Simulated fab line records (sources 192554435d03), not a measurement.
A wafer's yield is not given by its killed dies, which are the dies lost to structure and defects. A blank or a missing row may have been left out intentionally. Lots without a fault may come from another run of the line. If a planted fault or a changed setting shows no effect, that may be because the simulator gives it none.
Split-lot trial | flow n5_finfet | 36 wafers read across 7 lots, on a route 1938 steps long

== ON THE SPLIT ==
At N5_BEOL_M9_ETCH_62 (etches SOC in N2/H2, target depth 110 nm, overetch 22 nm, time 165 s), the setting time_s was moved away from the recipe's 165 s on 9 of the 36 wafers read, by +36.5% to +56.5%. This setting was run at the recipe's value on the other wafers.

== FROM THE SPLIT TO THE READING: what the file shows between them, 4 steps ==
- N5_BEOL_M9_STRIP_68: strips in N2/H2
- N5_BEOL_M9_STRIP_67: strips in CF4
- N5_BEOL_M9_HM_OPEN_17: chemistry Cl2/BCl3, target TiN, target depth 20 nm, overetch 6 nm
- N5_BEOL_M9_STRIP_19: strips in O2

== THE READING ==
cd_nm, in nm, at N5_BEOL_M9_CD_MEAS_18 (pitch 140 nm, target cd 70 nm). On this fab line, fault-free wafers typically give 70.1 nm with a standard deviation of 0.77 nm.

wafer  | tool, chamber at the split | time_s as run, s | against the recipe | cd_nm, nm | against lot-mates on the recipe
L076.1 | rie_diel-01, 0             | 225.2            | +36.5%             | 71.3      | +1.4
L076.2 | rie_diel-01, 3             | 225.2            | +36.5%             | 71.7      | +1.8
L076.3 | rie_diel-01, 1             | 165              | recipe             | 70.2      | -
L076.4 | rie_diel-01, 2             | 165              | recipe             | 69.7      | -
L076.5 | rie_diel-01, 1             | 225.2            | +36.5%             | 71.6      | +1.7
L076.6 | rie_diel-01, 2             | 165              | recipe             | 69.9      | -
L083.1 | rie_diel-01, 1             | 165              | recipe             | 70.9      | -
L083.2 | rie_diel-01, 3             | 165              | recipe             | 71.4      | -
L083.6 | rie_diel-01, 2             | 165              | recipe             | 71.5      | -
L086.2 | rie_diel-01, 0             | 165              | recipe             | 70.3      | -
L086.3 | rie_diel-01, 2             | 165              | recipe             | 69.7      | -
L086.5 | rie_diel-01, 3             | 165              | recipe             | 70.2      | -
L087.1 | rie_diel-03, 1             | 258.3            | +56.5%             | 72.0      | +2.5
L087.2 | rie_diel-03, 0,3           | 165              | recipe             | 69.4      | -
L087.3 | rie_diel-03, 0,3           | 165              | recipe             | 69.5      | -
L087.4 | rie_diel-03, 2             | 258.3            | +56.5%             | 72.3      | +2.8
L087.5 | rie_diel-03, 1             | 165              | recipe             | 69.7      | -
L087.6 | rie_diel-03, 0             | 258.3            | +56.5%             | 71.8      | +2.3
L090.1 | rie_diel-03, 3             | 165              | recipe             | 68.2      | -
L090.2 | rie_diel-03, 2             | 165              | recipe             | 69.5      | -
L090.3 | rie_diel-03, 1,3           | 165              | recipe             | 69.6      | -
L090.4 | rie_diel-03, 0             | 165              | recipe             | 69.5      | -
L090.5 | rie_diel-03, 0             | 165              | recipe             | 69.8      | -
L090.6 | rie_diel-03, 1,3           | 165              | recipe             | 69.1      | -
L089.1 | rie_diel-03, 3             | 165              | recipe             | 70.7      | -
L089.2 | rie_diel-03, 2             | 165              | recipe             | 71.1      | -
L089.3 | rie_diel-03, 0             | 165              | recipe             | 70.4      | -
L089.4 | rie_diel-03, 1             | 165              | recipe             | 69.6      | -
L089.5 | rie_diel-03, 2             | 165              | recipe             | 70.1      | -
L089.6 | rie_diel-03, 3             | 165              | recipe             | 70.0      | -
L096.1 | rie_diel-01, 0             | 165              | recipe             | 70.0      | -
L096.2 | rie_diel-01, 1             | 165              | recipe             | 68.4      | -
L096.3 | rie_diel-01, 3             | 165              | recipe             | 69.0      | -
L096.4 | rie_diel-01, 2             | 226              | +37.0%             | 70.7      | +1.6
L096.5 | rie_diel-01, 1             | 226              | +37.0%             | 71.0      | +1.9
L096.6 | rie_diel-01, 0             | 226              | +37.0%             | 70.8      | +1.7
Rows listing several chambers each stand for several wafers; the file does not say which wafer went through which chamber.

FIT RESULTS
A straight line over all 36 wafers: cd_nm changes by +0.0364 nm for each +1% of time_s; r = +0.71; the points scatter about the line by 0.71 nm.
The same after taking each lot's own level away (the mean of its wafers on the recipe; 36 wafers): +0.0445 nm for each +1%; r = +0.91; scatter 0.39 nm.
The reading moves by 2.5 nm for the largest change in time_s, on that fit.
The span of the lots' own levels, 69.13 to 71.27 nm, comes to 2.8 times the standard deviation stated above.
So the lot-to-lot level blurs the effect unless lot-mates are compared.
Check: with one of the wafers moved furthest among these (+56.5%) left out of the fit, the line predicts +2.53 nm for it against its lot-mates. It came out at +2.47 nm against them.

== THE WHOLE CHAIN: every reading that the file lists as answering this split, in the file's order ==
step                  | what it does                                                         | reading                                                                          | change (the file's fit)                                                              | r (the file's)
N5_BEOL_M9_ETCH_62    | etches SOC in N2/H2, target depth 110 nm, overetch 22 nm, time 165 s | SiARC_of_BEOL_M9_COAT_60.thk_nm (the simulator's own value, which no gauge read) | -0.0622 nm for each +1% of the setting                                               | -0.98
N5_BEOL_M9_ETCH_62    | etches SOC in N2/H2, target depth 110 nm, overetch 22 nm, time 165 s | BEOL_M9.cd_offset_nm (the simulator's own value, which no gauge read)            | +0.0381 nm for each +1% of the setting                                               | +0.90
N5_BEOL_M9_HM_OPEN_17 | chemistry Cl2/BCl3, target TiN, target depth 20 nm, overetch 6 nm    | etch.depth_nm (the simulator's own value, which no gauge read)                   | not straight: 20.25 at the lowest setting, 19.96 at the recipe, 11.28 at the highest | not given
N5_BEOL_M9_HM_OPEN_17 | chemistry Cl2/BCl3, target TiN, target depth 20 nm, overetch 6 nm    | BEOL_M9.cd_offset_nm (the simulator's own value, which no gauge read)            | +0.0374 nm for each +1% of the setting                                               | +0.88
N5_BEOL_M9_CD_MEAS_18 | pitch 140 nm, target cd 70 nm                                        | cd_nm                                                                            | +0.0446 nm for each +1% of the setting                                               | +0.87

== THE FILE'S OWN FIT ==
cd_nm changes by +0.0446 nm for each +1% of time_s, r = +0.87.
